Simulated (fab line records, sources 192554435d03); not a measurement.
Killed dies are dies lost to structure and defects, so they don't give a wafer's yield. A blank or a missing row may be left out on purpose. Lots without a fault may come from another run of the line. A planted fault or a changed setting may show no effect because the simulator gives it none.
Chamber matching | flow n5_finfet | N5_BEOL_M8_PECVD_70 on pecvd-04: 3 sister chambers
The step deposits SiO2 from TEOS/O2, target thk 20 nm, time 22.7 s. 14 wafers are shown with their chamber, then 7 later ones without.

WAFERS WITH THEIR CHAMBER
wafer  | chamber | throttle_valve_pct (%) | showerhead_plenum_p_Torr (Torr) | showerhead_vpp_V (V)
L076.1 | 1       | 23.4                   | 8.75                            | 1420
L076.4 | 2       | 22.4                   | 8.81                            | 1293
L076.6 | 0       | 24.5                   | 8.86                            | 1368
L077.2 | 2       | 22.3                   | 8.83                            | 1311
L077.3 | 1       | 23.3                   | 8.74                            | 1398
L077.4 | 1       | 23.5                   | 8.71                            | 1418
L080.1 | 1       | 23.3                   | 8.73                            | 1382
L080.2 | 2       | 22.2                   | 8.83                            | 1315
L080.3 | 0       | 24.6                   | 8.84                            | 1360
L085.4 | 1       | 23.2                   | 8.72                            | 1398
L085.5 | 0       | 24.4                   | 8.86                            | 1377
L085.6 | 1       | 23.5                   | 8.74                            | 1386
L093.1 | 0       | 24.7                   | 8.87                            | 1364
L093.4 | 2       | 21.5                   | 8.85                            | 1303

SIGNATURES (means of the wafers above)
reading                  | chamber 0 | chamber 1 | chamber 2 | scatter within a chamber
throttle_valve_pct       | 24.550    | 23.367    | 22.100    | 0.238
showerhead_plenum_p_Torr | 8.8575    | 8.7317    | 8.8300    | 0.0146
showerhead_vpp_V         | 1367.25   | 1400.33   | 1305.50   | 12.4
Rule: a wafer's distance from a chamber is the root of the sum, over the readings, of the square of ((its reading less the chamber's mean) divided by the reading's scatter). The wafer belongs to the nearest chamber; if the next one is less than 2 further off, it can't be placed. The scatter: the root of (the sum of the squares of (reading less its chamber's mean) over the shown wafers, divided by (wafers less chambers)).

WAFERS WITHOUT THEIR CHAMBER
wafer  | throttle_valve_pct (%) | showerhead_plenum_p_Torr (Torr) | showerhead_vpp_V (V)
L093.6 | 24.4                   | 8.86                            | 1369
L092.2 | 23.6                   | 8.75                            | 1392
L092.4 | 24.5                   | 8.85                            | 1365
L092.6 | 21.4                   | 8.82                            | 1305
L096.2 | 24.2                   | 8.86                            | 1365
L096.3 | 21.9                   | 8.83                            | 1292
L096.5 | 23.3                   | 8.73                            | 1374

WHICH CHAMBER EACH WENT THROUGH
wafer  | from the rows above | in truth
L093.6 | 0                   | 0
L092.2 | 1                   | 1
L092.4 | 0                   | 0
L092.6 | 2                   | 2
L096.2 | 0                   | 0
L096.3 | 2                   | 2
L096.5 | 1                   | 1
Placed correctly: 7 of 7. Can't be placed from these rows: 0. Placed wrongly: 0.
